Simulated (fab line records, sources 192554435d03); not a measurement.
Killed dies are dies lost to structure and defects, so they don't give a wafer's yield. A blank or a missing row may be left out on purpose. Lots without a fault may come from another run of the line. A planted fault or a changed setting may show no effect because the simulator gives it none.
fab line records | flow n5_finfet
record lots=7 wafers=21 last_day=17
route steps=1938 shown DUMMY_GATE@238 BEOL_M4@1111 PASSIVATION@1936
lots that met no fault: from a run of the same line without faults
start_h: hours from the record's first day to the start of the lot's first wafer shown | wait_h: hours since the lot's step before | " the same as in the row above | L1.1+2: a row that stands for several wafers | - no value, or no start given | * or withheld: withheld | < > ~ a bound
route shown NAME@n: a module of which the file shows steps, and the number in the route of the first | usual: mean/standard deviation of fault-free wafers | same: alike in all rows | chamber/n: place in a boat | sites: the reading at each site | _std_site: their standard deviation | _edge_site: outer sites' mean less inner sites' | radius_mm: how far each site lies from the wafer's centre | mask NAME#n: copy n | behind: the tool/chamber that last shaped the wafer | hold: why the lot was held/for how many hours/how that ended | device: the transistor (n, p or np) that didn't switch | end of line: the same wafers' tests at the end of the route | a step without rows: its recipe alone | killed: dies lost to structure and defects at the first sort, not the wafer's yield | map: a wafer's dies, x killed, . not, _ none there
set.NAME: the setting as run; set.NAME@STEP: as run at that earlier step | model.NAME: the simulator's own value behind a step, which no gauge read
lots at some steps of the route; a table a step, a row a wafer
services: from which hour (start_h, from the record's first day; less than 0 if before it) a tool's chamber was out of use, for how many hours, and why
## steps
# step N5_DUMMY_GATE_STRIP_38
# recipe chemistry=N2/H2 temp_c=40 n2_flow_sccm=200 h2_flow_sccm=200 rf_frequency_hz=6e+07
# step N5_DUMMY_GATE_STRIP_39
# recipe chemistry=N2/H2 temp_c=40 n2_flow_sccm=200 h2_flow_sccm=200 rf_frequency_hz=6e+07
# step N5_DUMMY_GATE_TRIM_49
# recipe chemistry=O2 resist=SOC time_s=29 target_cd_nm=14 source_power_w=300 bias_power_w=0 O2_flow_sccm=100 temp_c=20
# step N5_DUMMY_GATE_STRIP_40
# recipe chemistry=CF4 resist=SiARC power_w=300 bias_power_w=75 pressure_mtorr=50 cf4_flow_sccm=150 rf_frequency_hz=6e+07
# usual drypump_motor_current_A=5.9/0.38 oes_product_au=0.74/0.052 power_w=300.1/0.94 rf_vpp_V=270.6/1.6 showerhead_plenum_p_Torr=1.77/0.056 throttle_valve_pct=13.70/0.21
# columns lot.wafer tool chamber start_h wait_h drypump_motor_current_A oes_product_au power_w rf_hours_counter_h rf_vpp_V showerhead_plenum_p_Torr throttle_valve_pct
L689.4 rie_diel-05 3 47.26 0.1 6.1 0.72 299.8 171 272.9 1.86 13.75
L689.5 " 2 " " 6.2 0.71 299.0 - 270.3 1.72 13.43
L689.6 " 1 " " 6.0 0.75 300.4 - 273.8 1.80 13.42
L694.2 rie_diel-05 1 77.82 0.1 6.0 0.75 298.9 144 273.1 1.80 13.43
L694.5 " 1 " " 6.0 0.75 299.0 - 272.2 1.80 13.43
L694.6 " 0 " " 6.4 0.71 300.2 - 269.7 1.72 14.16
L697.2 rie_diel-05 0 96.26 0.2 6.4 0.71 300.3 220 270.3 1.72 14.18
L697.3 " 2 " " 6.2 0.70 302.0 202 269.0 1.71 13.48
L697.6 " 1 " " 6.0 0.75 300.1 - 272.0 1.80 13.47
L698.2 rie_diel-06 2 108.66 0.2 5.6 0.80 301.3 121 268.6 1.67 13.70
L698.3 " 1 " " 5.2 0.71 298.8 206 269.9 1.80 13.60
L698.5 " 3 " " 6.2 0.76 300.0 - 272.1 1.79 13.90
L699.2 rie_diel-01 0 112.44 0.1 6.2 0.72 301.2 188 269.5 1.71 13.64
L699.5 " 3 " " 5.6 0.72 300.2 - 273.2 1.85 13.73
L699.6 " 0 " " 6.2 0.73 299.7 - 269.5 1.71 13.61
L707.1 rie_diel-01 3 159.21 0.1 5.6 0.72 300.2 186 271.6 1.85 13.77
L707.5 " 2 " " 5.2 0.92 301.2 - 269.7 1.75 13.24
L707.6 " 3 " " 5.6 0.71 301.0 - 272.7 1.85 13.77
L709.2 rie_diel-05 2 168.28 0.1 6.2 0.68 300.3 224 269.1 1.71 13.49
L709.4 " 0 " " 6.5 0.69 299.9 242 269.2 1.71 14.20
L709.6 " 2 " " 6.2 0.68 300.4 - 269.9 1.71 13.52
# step N5_DUMMY_GATE_CD_MEAS_50
# recipe target_cd_nm=14
# usual cd_nm=14.0/0.39
# columns lot.wafer tool chamber start_h wait_h cd_nm
L689.4 cd_sem-03 - 47.32 0.0 13.3
L689.5 " - " " 13.8
L689.6 " - " " 13.7
L694.2 cd_sem-02 - 77.87 0.0 13.9
L694.5 " - " " 13.8
L694.6 " - " " 14.3
L697.2 cd_sem-03 - 96.31 0.0 13.4
L697.3 " - " " 14.0
L697.6 " - " " 13.6
L698.2 cd_sem-03 - 108.71 0.0 13.9
L698.3 " - " " 14.3
L698.5 " - " " 14.3
L699.2 cd_sem-03 - 112.50 0.0 14.4
L699.5 " - " " 14.1
L699.6 " - " " 14.4
L707.1 cd_sem-02 - 159.27 0.0 14.3
L707.5 " - " " 13.2
L707.6 " - " " 14.2
L709.2 cd_sem-01 - 168.34 0.0 14.0
L709.4 " - " " 14.0
L709.6 " - " " 14.0
# step N5_DUMMY_GATE_ETCH_31
# recipe chemistry=C4F6/O2 target=SiO2 mask_material=SOC target_depth_a=825 time_s=27.5 ion_energy_ev=250 pressure_mtorr=30 source_w=345 bias_w=185 Ar_flow_sccm=300 C4F6_flow_sccm=10 O2_flow_sccm=10
# step N5_DUMMY_GATE_STRIP_41
# recipe chemistry=O2 power_w=400 temp_c=40 pressure_mtorr=30 rf_frequency_hz=6e+07 bias_power_w=0 overash_fraction=0.3 o2_flow_sccm=225
# step N5_DUMMY_GATE_HM_OPEN_21
# recipe chemistry=CH3F/O2 target=SiNx target_depth_a=1200 Ar_flow_sccm=150 CH3F_flow_sccm=30 O2_flow_sccm=23 time_s=171.4 pressure_mtorr=30 source_w=395 bias_w=73 ion_energy_ev=120.7
# step N5_DUMMY_GATE_ETCH_32
# recipe chemistry=CF4 target=SiO2 target_depth_a=35 time_s=3.9 ion_energy_ev=350 pressure_mtorr=10 icp_w=800 bias_w=400 cf4_flow_sccm=80
# usual bias_w=400.0/1.1 cf4_flow_sccm=80.01/0.24 drypump_motor_current_A=5.6/0.39 oes_product_au=1.004/0.023 throttle_valve_pct=21.69/0.18
# same time_s=3.9
# columns lot.wafer tool chamber start_h wait_h bias_w cf4_flow_sccm drypump_motor_current_A oes_product_au rf_hours_counter_h throttle_valve_pct
L689.4 rie_si-01 2 47.61 0.1 401.8 79.98 5.3 1.001 185 21.41
L689.5 " 3 " " 401.4 80.12 4.9 1.009 - 21.75
L689.6 " 2 " " 401.3 79.89 5.3 0.989 - 21.41
L694.2 rie_si-01 2 78.17 0.1 400.0 80.16 5.3 1.001 185 21.42
L694.5 " 0 " " 399.9 79.83 5.7 1.001 - 21.77
L694.6 " 3 " " 400.2 80.17 4.9 1.004 - 21.75
L697.2 rie_si-01 1 96.63 0.1 401.0 79.40 5.5 1.041 156 22.03
L697.3 " 0 " " 398.6 79.91 5.7 1.008 134 21.78
L697.6 " 0 " " 399.3 80.40 5.7 1.010 - 21.80
L698.2 rie_si-05 2 109.01 0.1 400.1 80.02 5.4 0.992 52 21.57
L698.3 " 1 " " 398.7 80.08 5.1 1.003 28 21.93
L698.5 " 3 " " 398.2 79.87 5.5 0.983 - 21.83
L699.2 rie_si-03 1 112.79 0.1 398.9 80.01 5.8 0.997 142 21.71
L699.5 " 1 " " 398.9 80.05 5.9 0.992 - 21.72
L699.6 " 0 " " 400.2 79.91 6.0 0.963 - 21.46
L707.1 rie_si-03 0 159.57 0.1 398.5 80.09 6.0 0.963 153 21.47
L707.5 " 1 " " 400.2 80.21 5.8 1.000 - 21.73
L707.6 " 2 " " 400.9 79.79 6.0 1.020 - 21.72
L709.2 rie_si-01 1 168.63 0.1 399.8 79.87 5.5 1.052 157 22.05
L709.4 " 3 " " 401.2 79.77 4.9 1.002 60 21.76
L709.6 " 1 " " 400.1 79.81 5.5 1.052 - 22.03
# step N5_DUMMY_GATE_ETCH_23
# recipe chemistry=HBr/Cl2/O2 HBr_flow_sccm=150 Cl2_flow_sccm=80 O2_flow_sccm=12 bias_w=102 target_depth_a=410 time_s=22.3 target=poly-Si mask_material=SiO2 pressure_mtorr=10 icp_w=800
# usual HBr_flow_sccm=150.0/0.45 O2_flow_sccm=12.00/0.036 drypump_motor_current_A=5.6/0.39 mfc_cl2_sccm=80.02/0.26 oes_product_au=1.003/0.023 throttle_valve_pct=37.1/0.35
# same time_s=22.3
# columns lot.wafer tool chamber start_h wait_h HBr_flow_sccm O2_flow_sccm drypump_motor_current_A mfc_cl2_sccm oes_product_au rf_hours_counter_h throttle_valve_pct
L689.4 rie_si-01 2 47.64 0.0 150.5 11.97 5.3 79.89 0.991 185 36.5
L689.5 " 3 " " 149.4 12.02 4.9 79.77 1.020 - 37.5
L689.6 " 2 " " 150.1 11.95 5.3 79.51 0.996 - 36.5
L694.2 rie_si-01 2 78.20 0.0 149.9 11.99 5.3 80.14 0.998 185 36.5
L694.5 " 0 " " 149.8 12.01 5.8 79.96 1.010 - 37.4
L694.6 " 3 " " 149.1 12.02 4.9 80.15 1.015 - 37.5
L697.2 rie_si-01 1 96.66 0.0 150.0 11.97 5.6 80.36 1.045 156 37.3
L697.3 " 0 " " 149.8 11.99 5.7 80.05 1.002 134 37.4
L697.6 " 0 " " 149.4 11.98 5.7 80.16 1.007 - 37.4
L698.2 rie_si-05 2 109.04 0.0 149.8 12.05 5.3 80.01 0.978 52 36.7
L698.3 " 1 " " 149.2 11.91 5.2 80.24 0.987 28 37.7
L698.5 " 3 " " 150.7 11.99 5.5 79.76 0.988 - 37.5
L699.2 rie_si-03 1 112.82 0.0 150.3 12.02 5.8 80.06 0.994 142 37.1
L699.5 " 1 " " 150.4 12.04 5.8 80.17 0.999 - 37.1
L699.6 " 0 " " 150.2 12.00 6.0 79.79 0.963 - 36.8
L707.1 rie_si-03 0 159.60 0.0 149.7 12.00 6.0 79.90 0.964 153 36.8
L707.5 " 1 " " 149.8 12.03 5.8 80.03 1.016 - 37.1
L707.6 " 2 " " 149.5 12.03 6.0 79.98 1.030 - 37.1
L709.2 rie_si-01 1 168.66 0.0 149.7 11.99 5.5 80.00 1.041 157 37.3
L709.4 " 3 " " 150.5 12.06 4.9 80.23 1.007 60 37.5
L709.6 " 1 " " 150.0 11.96 5.5 80.17 1.042 - 37.3
# step N5_DUMMY_GATE_ETCH_44
# recipe chemistry=HBr/O2 over_etch_frac=0.7 target_depth_a=1275 stop_on=SiO2 ion_energy_ev=60 bias_w=20 target=poly-Si mask_material=SiO2 pressure_mtorr=20 icp_w=400 HBr_flow_sccm=120 O2_flow_sccm=10
# usual HBr_flow_sccm=120.0/0.38 O2_flow_sccm=10.00/0.031 drypump_motor_current_A=5.6/0.4 oes_product_au=0.728/0.011 throttle_valve_pct=18.45/0.19
# same over_etch_frac=0.7
# columns lot.wafer tool chamber start_h wait_h HBr_flow_sccm O2_flow_sccm drypump_motor_current_A oes_product_au rf_hours_counter_h throttle_valve_pct
L689.4 rie_si-01 2 47.70 0.0 120.5 10.00 5.2 0.715 185 18.13
L689.5 " 3 " " 119.7 9.94 4.9 0.741 - 18.58
L689.6 " 2 " " 120.6 9.97 5.3 0.724 - 18.14
L694.2 rie_si-01 2 78.26 0.0 119.6 9.99 5.3 0.723 185 18.11
L694.5 " 0 " " 119.7 9.97 5.7 0.741 - 18.61
L694.6 " 3 " " 120.2 9.96 4.9 0.739 - 18.59
L697.2 rie_si-01 1 96.72 0.0 120.0 9.98 5.6 0.737 156 18.71
L697.3 " 0 " " 120.3 9.98 5.7 0.728 134 18.63
L697.6 " 0 " " 120.7 9.96 5.7 0.736 - 18.61
L698.2 rie_si-05 2 109.10 0.0 120.2 10.00 5.4 0.710 52 18.34
L698.3 " 1 " " 119.6 9.92 5.1 0.719 28 18.73
L698.5 " 3 " " 119.7 10.00 5.5 0.710 - 18.51
L699.2 rie_si-03 1 112.88 0.0 120.4 9.99 5.8 0.735 142 18.42
L699.5 " 1 " " 119.7 10.07 5.8 0.739 - 18.42
L699.6 " 0 " " 120.5 9.97 6.0 0.702 - 18.28
L707.1 rie_si-03 0 159.66 0.0 119.8 9.99 6.0 0.715 153 18.30
L707.5 " 1 " " 121.0 10.00 5.8 0.733 - 18.43
L707.6 " 2 " " 120.3 10.04 6.0 0.743 - 18.41
L709.2 rie_si-01 1 168.72 0.0 119.9 10.02 5.5 0.740 157 18.72
L709.4 " 3 " " 119.9 10.03 4.9 0.737 60 18.60
L709.6 " 1 " " 119.7 10.01 5.5 0.744 - 18.72
# step N5_DUMMY_GATE_CD_MEAS_24
# recipe target_cd_nm=15
# usual cd_nm=15.0/0.43
# columns lot.wafer tool chamber start_h wait_h cd_nm
L689.4 cd_sem-02 - 47.81 0.1 14.6
L689.5 " - " " 14.8
L689.6 " - " " 14.5
L694.2 cd_sem-01 - 78.37 0.1 14.8
L694.5 " - " " 14.9
L694.6 " - " " 15.7
L697.2 cd_sem-02 - 96.83 0.1 14.4
L697.3 " - " " 15.1
L697.6 " - " " 14.2
L698.2 cd_sem-01 - 109.21 0.1 15.7
L698.3 " - " " 15.1
L698.5 " - " " 14.9
L699.2 cd_sem-01 - 112.99 0.1 15.3
L699.5 " - " " 15.0
L699.6 " - " " 14.6
L707.1 cd_sem-02 - 159.76 0.1 14.7
L707.5 " - " " 15.0
L707.6 " - " " 14.6
L709.2 cd_sem-03 - 168.84 0.1 15.3
L709.4 " - " " 14.9
L709.6 " - " " 14.6
# step N5_DUMMY_GATE_ETCH_42
# recipe chemistry=CHF3/O2 target=SiO2 target_depth_a=35 time_s=31 ion_energy_ev=30 bias_w=12 pressure_mtorr=30 source_w=600 Ar_flow_sccm=200 CHF3_flow_sccm=50 O2_flow_sccm=5
# usual CHF3_flow_sccm=50.01/0.14 O2_flow_sccm=4.999/0.016 drypump_motor_current_A=5.9/0.38 mfc_ar_sccm=199.9/0.58 oes_product_au=0.73/0.041 rf_vpp_V=42.7/1.1 showerhead_plenum_p_Torr=2.38/0.086 throttle_valve_pct=18.90/0.23 time_s=31/0
# columns lot.wafer tool chamber start_h wait_h CHF3_flow_sccm O2_flow_sccm drypump_motor_current_A mfc_ar_sccm oes_product_au rf_hours_counter_h rf_vpp_V showerhead_plenum_p_Torr throttle_valve_pct time_s
L689.4 rie_diel-06 3 47.85 0.0 49.99 4.995 6.2 200.3 0.78 120 42.4 2.41 19.12 31
L689.5 " 3 " " 50.00 5.001 6.2 200.9 0.78 - 41.5 2.41 19.11 31
L689.6 " 2 " " 50.26 5.032 5.7 200.0 0.84 - 42.5 2.24 18.89 31
L694.2 rie_diel-05 1 78.41 0.0 50.17 4.991 6.1 200.3 0.77 145 43.7 2.41 18.57 31
L694.5 " 0 " " 50.13 4.986 6.4 198.5 0.72 - 42.0 2.28 19.28 31
L694.6 " 3 " " 50.03 5.023 6.1 198.5 0.72 - 44.5 2.50 18.96 31
L697.2 rie_diel-01 0 96.88 0.0 - - - - - - - - - -
L697.3 " 1 " " - - - - - - - - - -
L697.6 " 1 " " - - - - - - - - - -
L698.2 rie_diel-01 1 109.26 0.0 - - - - - - - - - -
L698.3 " 3 " " - - - - - - - - - -
L698.5 " 3 " " - - - - - - - - - -
L699.2 rie_diel-06 0 113.23 0.2 - - - - - - - - - -
L699.5 " 2 " " - - - - - - - - - -
L699.6 " 1 " " - - - - - - - - - -
L707.1 rie_diel-05 2 159.81 0.0 50.11 4.982 6.2 200.2 0.70 222 42.7 2.29 18.56 31
L707.5 " 2 " " 50.03 4.973 6.2 199.6 0.70 - 44.6 2.29 18.56 31
L707.6 " 3 " " 49.80 4.995 6.2 199.3 0.70 - 43.0 2.49 18.98 31
L709.2 rie_diel-06 2 168.91 0.1 50.09 5.026 5.6 200.5 0.79 137 42.6 2.23 18.91 31
L709.4 " 0 " " 50.01 4.991 5.6 200.2 0.74 156 40.4 2.42 18.96 31
L709.6 " 1 " " 50.03 4.957 5.2 199.6 0.71 - 42.5 2.37 18.60 31
# step N5_DUMMY_GATE_STRIP_48
# recipe chemistry=N2/H2 time_s=20 power_w=100 temp_c=40 pressure_mtorr=100 rf_frequency_hz=6e+07 bias_power_w=3 n2_flow_sccm=300 h2_flow_sccm=300
# usual drypump_motor_current_A=5.9/0.38 oes_product_au=0.73/0.04 rf_vpp_V=45.3/0.84 showerhead_plenum_p_Torr=3.32/0.12 throttle_valve_pct=12.36/0.22
# same time_s=20
# columns lot.wafer tool chamber start_h wait_h drypump_motor_current_A oes_product_au rf_hours_counter_h rf_vpp_V showerhead_plenum_p_Torr throttle_valve_pct
L689.4 rie_diel-06 3 47.90 0.0 6.2 0.79 120 45.8 3.39 12.50
L689.5 " 3 " " 6.2 0.78 - 46.7 3.39 12.49
L689.6 " 2 " " 5.7 0.82 - 45.3 3.15 12.25
L694.2 rie_diel-05 1 78.46 0.0 6.0 0.77 145 45.9 3.37 12.03
L694.5 " 0 " " 6.4 0.71 - 45.1 3.22 12.74
L694.6 " 3 " " 6.1 0.71 - 45.9 3.51 12.42
L697.2 rie_diel-01 0 96.93 0.0 6.2 0.73 182 45.4 3.22 12.40
L697.3 " 1 " " 6.1 0.73 185 45.1 3.34 12.39
L697.6 " 1 " " 6.1 0.73 - 46.7 3.34 12.40
L698.2 rie_diel-01 1 109.30 0.0 6.1 0.73 189 44.8 3.34 12.41
L698.3 " 3 " " 5.6 0.72 169 46.0 3.49 12.36
L698.5 " 3 " " 5.6 0.73 - 45.6 3.49 12.38
L699.2 rie_diel-06 0 113.27 0.0 5.7 0.76 142 45.0 3.40 12.46
L699.5 " 2 " " 5.6 0.80 - 45.7 3.14 12.28
L699.6 " 1 " " 5.2 0.71 - 45.5 3.34 12.16
L707.1 rie_diel-05 2 159.86 0.0 6.2 0.70 222 45.6 3.19 12.03
L707.5 " 2 " " 6.2 0.70 - 44.1 3.19 12.04
L707.6 " 3 " " 6.1 0.69 - 45.4 3.50 12.47
L709.2 rie_diel-06 2 168.96 0.0 5.7 0.79 137 44.5 3.13 12.32
L709.4 " 0 " " 5.7 0.73 156 44.8 3.39 12.49
L709.6 " 1 " " 5.2 0.71 - 47.4 3.33 12.19
# step N5_BEOL_M4_RC_MEAS_101
# usual DIBL_N=36.0/1.7 DIBL_P=35.8/2 IOFF_N=0.15/0.03 IOFF_P=0.20/0.037 ION_N=670/12 ION_P=460/7.2 SS_N=71.5/0.68 SS_P=73.2/0.65 VT_N=250/3.1 VT_P=-251/3.4
# columns lot.wafer tool chamber start_h wait_h DIBL_N[mV/V] DIBL_P[mV/V] IOFF_N[nA/um] IOFF_P[nA/um] ION_N[uA/um] ION_P[uA/um] SS_N[mV/dec] SS_P[mV/dec] VT_N[mV] VT_P[mV]
L689.4 prober-01 0 178.56 0.5 37.1 37.2 0.18 0.23 689 468 71.3 73.4 246 -247
L689.5 " 0 " " 37.3 37.3 0.18 0.23 673 456 71.4 73.2 249 -250
L689.6 " 0 " " 37.1 37.4 0.19 0.25 684 471 71.3 73.9 245 -249
L694.2 prober-02 0 200.98 0.2 34.7 36.2 0.13 0.17 664 452 71.1 73.1 253 -256
L694.5 " 0 " " 34.8 36.9 0.14 0.19 663 460 72.1 73.5 252 -254
L694.6 " 0 " " 33.4 33.6 0.12 0.16 665 456 70.5 72.8 254 -255
L697.2 prober-01 0 219.90 0.2 39.9 40.4 0.22 0.27 687 469 73.1 74.1 246 -245
L697.3 " 0 " " 35.4 33.7 0.12 0.17 667 458 71.3 73.4 255 -254
L697.6 " 0 " " 37.1 38.5 0.17 0.24 680 463 72.0 73.4 253 -248
L698.2 prober-02 0 231.30 0.2 34.8 34.8 0.16 0.22 689 475 70.5 72.7 247 -247
L698.3 " 0 " " 36.9 35.4 0.19 0.24 673 454 72.1 73.5 248 -247
L698.5 " 0 " " 38.2 37.0 0.23 0.26 679 461 72.8 74.1 246 -245
L699.2 prober-01 0 237.66 0.2 35.1 33.8 0.13 0.20 655 455 71.2 72.5 252 -248
L699.5 " 0 " " 34.2 32.9 0.11 0.18 659 459 70.6 73.1 252 -251
L699.6 " 0 " " 36.8 36.3 0.15 0.22 660 451 71.4 73.0 250 -250
L707.1 prober-01 0 274.39 0.0 36.4 38.1 0.17 0.19 674 454 71.5 73.0 248 -254
L707.5 " 0 " " 34.4 34.9 0.14 0.15 658 448 70.8 72.8 253 -256
L707.6 " 0 " " 33.5 34.8 0.11 0.15 668 452 70.2 73.1 256 -256
L709.2 prober-02 0 299.25 0.2 34.0 33.3 0.12 0.18 663 460 71.1 73.0 257 -253
L709.4 " 0 " " 37.0 36.0 0.17 0.21 681 465 71.7 72.9 249 -254
L709.6 " 0 " " 35.8 35.1 0.14 0.19 661 457 71.2 72.5 254 -254
# step N5_PASSIVATION_PROBE_49
# usual defect_limited_yield=91.4/1.5 killed_at_M0_to_M3=32/9.8 killed_at_M4_up=15/5.6 killed_at_contacts=12/5.4 killed_at_front_end=40/13 killed_at_other=3.0/2.1 killed_dies=102/17 killed_open=67/13 killed_short=32/7.1 sort_bin_5_function=5.1/0.96 sort_bin_6_memory=3.2/0.7 sort_n_pass=1078/18 sort_yield_pct=91.3/1.5
# same gross_dies=1180 killed_at_back_side=0 sort_bin_4_leakage[%]=0 sort_bin_8_speed[%]=0
# columns lot.wafer tool chamber start_h wait_h defect_limited_yield[%] killed_at_M0_to_M3 killed_at_M4_up killed_at_contacts killed_at_front_end killed_at_other killed_dies killed_open killed_short sort_bin_5_function[%] sort_bin_6_memory[%] sort_n_pass sort_yield_pct[%]
L689.4 prober-01 - 288.14 0.2 91.4 34 22 17 27 2 102 63 36 4.9 3.3 1078 91.4
L689.5 prober-01 - 288.19 0.2 91.6 26 23 9 40 1 99 63 35 5.6 2.5 1081 91.6
L689.6 prober-01 - 288.24 0.3 89.4 36 14 6 65 4 125 72 50 6.2 3.9 1055 89.4
L697.2 prober-02 - 322.30 0.1 93.5 23 11 4 36 3 77 48 27 4.3 1.9 1103 93.5
L697.3 prober-02 - 322.35 0.1 93.6 16 19 8 28 5 76 53 22 3.3 2.9 1104 93.6
L697.6 prober-02 - 322.50 0.3 94.8 18 15 5 23 0 61 41 19 2.8 2.1 1119 94.8
L698.2 prober-01 - 331.85 0.1 91.7 12 24 21 34 7 98 63 35 5.2 3.0 1082 91.7
L698.3 prober-01 - 331.90 0.1 91.3 28 12 12 50 1 103 75 28 5.3 3.4 1077 91.3
L698.5 prober-01 - 332.00 0.2 90.2 32 19 20 41 4 116 84 32 5.6 3.8 1064 90.2
L699.2 prober-01 - 347.49 0.1 88.9 35 30 22 38 6 131 85 42 6.8 4.2 1049 88.9
L699.5 prober-01 - 347.64 0.2 92.2 43 15 14 19 1 92 68 23 4.1 3.6 1088 92.2
L699.6 prober-01 - 347.69 0.3 90.6 48 20 7 28 8 111 69 39 6.0 3.1 1069 90.6
L709.2 prober-01 - 404.06 0.1 92.3 22 20 9 39 1 91 56 29 4.2 3.1 1089 92.3
L709.4 prober-01 - 404.16 0.2 91.0 36 17 17 33 3 106 81 24 4.9 3.8 1074 91.0
L709.6 prober-01 - 404.26 0.3 90.7 43 14 12 37 4 110 68 39 5.5 3.3 1070 90.7
# killed by level:class
L689.4 MOL_CONTACT_COAG:geometric_particle:open=13 BEOL_M0_SAQP:geometric_particle:open=11 FIN_SAQP:geometric_particle:short=8 BEOL_M0_SAQP:geometric_particle:short=7 BEOL_M4:geometric_particle:open=7 BEOL_M0:geometric_particle:open=5 BEOL_M4:geometric_particle:short=5 STI_FIN_REVEAL:geometric_particle:open=4
L689.5 BEOL_M4:geometric_particle:open=15 STI_FIN_REVEAL:geometric_particle:open=14 BEOL_M0_SAQP:geometric_particle:short=11 GATE_CUT:geometric_particle:short=6 MOL_CONTACT_COAG:geometric_particle:open=6 BEOL_M3:geometric_particle:open=6 BEOL_M0_SAQP:geometric_particle:open=4 BEOL_M4:geometric_particle:short=4
L689.6 FIN_SAQP:geometric_particle:short=19 STI_FIN_REVEAL:geometric_particle:open=16 BEOL_M0_SAQP:geometric_particle:open=11 FIN_SAQP:geometric_particle:open=8 STI_FIN_REVEAL:geometric_particle:short=7 BEOL_M4:geometric_particle:open=6 ILD0:geometric_particle:short=5 BEOL_M0_SAQP:geometric_particle:short=5
L697.2 GATE_CUT:geometric_particle:short=9 BEOL_M1:geometric_particle:open=8 FIN_SAQP:geometric_particle:short=7 GATE_CUT:geometric_particle:open=5 BEOL_M2:geometric_particle:open=4 BEOL_M5:geometric_particle:open=4 STI_FIN_REVEAL:geometric_particle:open=3 DUMMY_GATE:geometric_particle:open=3
L697.3 BEOL_M4:geometric_particle:open=9 STI_FIN_REVEAL:geometric_particle:open=6 MOL_CONTACT_COAG:geometric_particle:open=6 STARTING-WAFER:geometric_particle:open=5 DUMMY_GATE:geometric_particle:open=4 BEOL_M0_SAQP:geometric_particle:open=4 BEOL_M0_SAQP:geometric_particle:short=4 FIN_SAQP:geometric_particle:open=3
L697.6 GATE_CUT:geometric_particle:short=7 BEOL_M4:geometric_particle:open=5 BEOL_M2:geometric_particle:open=5 STI_FIN_REVEAL:geometric_particle:open=4 MOL_CONTACT_COAG:geometric_particle:open=4 BEOL_M1:geometric_particle:open=4 BEOL_M6:geometric_particle:open=4 DUMMY_GATE:geometric_particle:open=3
L698.2 MOL_CONTACT_COAG:geometric_particle:open=18 BEOL_M4:geometric_particle:open=11 FIN_SAQP:geometric_particle:short=6 FIN_SAQP:geometric_particle:open=6 BEOL_M0_SAQP:geometric_particle:short=5 STI_FIN_REVEAL:geometric_particle:open=4 STI_FIN_REVEAL:geometric_particle:short=4 MOL_CONTACT_COAG:geometric_particle:short=3
L698.3 FIN_SAQP:geometric_particle:open=16 STI_FIN_REVEAL:geometric_particle:open=12 MOL_CONTACT_COAG:geometric_particle:open=9 BEOL_M0_SAQP:geometric_particle:open=8 FIN_SAQP:geometric_particle:short=7 BEOL_M4:geometric_particle:open=7 BEOL_M0_SAQP:geometric_particle:short=6 BEOL_M2:geometric_particle:open=5
L698.5 MOL_CONTACT_COAG:geometric_particle:open=15 STI_FIN_REVEAL:geometric_particle:open=11 BEOL_M4:geometric_particle:open=11 STARTING-WAFER:geometric_particle:open=10 BEOL_M0_SAQP:geometric_particle:short=9 BEOL_M2:geometric_particle:open=7 BEOL_M0_SAQP:geometric_particle:open=6 MOL_CONTACT_COAG:geometric_particle:short=5
L699.2 MOL_CONTACT_COAG:geometric_particle:open=17 FIN_SAQP:geometric_particle:short=13 BEOL_M4:geometric_particle:open=10 BEOL_M3:geometric_particle:open=9 BEOL_M0_SAQP:geometric_particle:short=8 BEOL_M1:geometric_particle:open=7 STI_FIN_REVEAL:geometric_particle:open=6 BEOL_M2:geometric_particle:open=6
L699.5 BEOL_M3:geometric_particle:open=14 MOL_CONTACT_COAG:geometric_particle:open=13 BEOL_M0_SAQP:geometric_particle:open=7 FIN_SAQP:geometric_particle:short=6 BEOL_M2:geometric_particle:open=5 BEOL_M0_SAQP:geometric_particle:short=4 BEOL_M1:geometric_particle:open=4 BEOL_M4:geometric_particle:open=4
L699.6 BEOL_M0_SAQP:geometric_particle:short=11 BEOL_M0:geometric_particle:open=9 BEOL_M3:geometric_particle:open=8 MOL_CONTACT_COAG:geometric_particle:open=7 STARTING-WAFER:geometric_particle:short=6 FIN_SAQP:geometric_particle:open=5 DUMMY_GATE:geometric_particle:open=5 BEOL_M1:geometric_particle:open=5
L709.2 BEOL_M4:geometric_particle:open=9 MOL_CONTACT_COAG:geometric_particle:open=8 STARTING-WAFER:geometric_particle:open=6 FIN_SAQP:geometric_particle:open=5 DUMMY_GATE:geometric_particle:open=5 BEOL_M0_SAQP:geometric_particle:short=5 BEOL_M3:geometric_particle:open=5 BEOL_M4:geometric_particle:short=5
L709.4 BEOL_M0_SAQP:geometric_particle:open=16 MOL_CONTACT_COAG:geometric_particle:open=16 STI_FIN_REVEAL:geometric_particle:open=11 DUMMY_GATE:geometric_particle:open=6 BEOL_M4:geometric_particle:open=6 BEOL_M2:geometric_particle:open=5 BEOL_M0:geometric_particle:open=5 BEOL_M5:geometric_particle:open=4
L709.6 BEOL_M0_SAQP:geometric_particle:short=12 FIN_SAQP:geometric_particle:short=11 BEOL_M0_SAQP:geometric_particle:open=9 FIN_SAQP:geometric_particle:open=8 MOL_CONTACT_COAG:geometric_particle:open=8 BEOL_M3:geometric_particle:open=8 BEOL_M2:geometric_particle:open=7 BEOL_M4:geometric_particle:open=6
## services
# columns tool chamber start_h hours kind
rie_diel-01 2 24.60 22.8 repair
rie_diel-06 3 38.09 5.0 repair
rie_diel-01 2 59.15 2.7 repair
rie_si-01 - 69.17 2.8 pm
rie_si-01 1 74.25 6.1 repair
rie_diel-06 - 75.90 0.5 repair
rie_diel-01 3 83.26 8.8 repair
rie_si-05 - 84.15 14.6 pm
rie_diel-06 0 101.16 4.5 repair
rie_si-05 - 110.17 2.8 pm
rie_si-03 - 116.19 2.8 pm
rie_diel-01 2 121.22 - clean
rie_diel-01 2 121.22 - consumable_replace:focus_ring
rie_diel-01 2 121.22 12.1 scheduled_down
rie_diel-01 2 121.22 12.1 vent_cycle
rie_diel-01 3 123.80 3.1 repair
rie_si-01 - 135.58 0.1 repair
## key
first_sign step=N5_DUMMY_GATE_ETCH_42 reading=tool_record direction=missing
effect none on later readings
met_at N5_DUMMY_GATE_ETCH_42
struck_wafers L697.2,L697.3,L697.6,L698.2,L698.3,L698.5,L699.2,L699.5,L699.6
onset_between 47.85 96.88
fault kind=skipped_step_whole tool=rie_diel-01,rie_diel-06 chamber=- onset_h=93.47 steps=N5_DUMMY_GATE_ETCH_42 scope=struck_lots_only
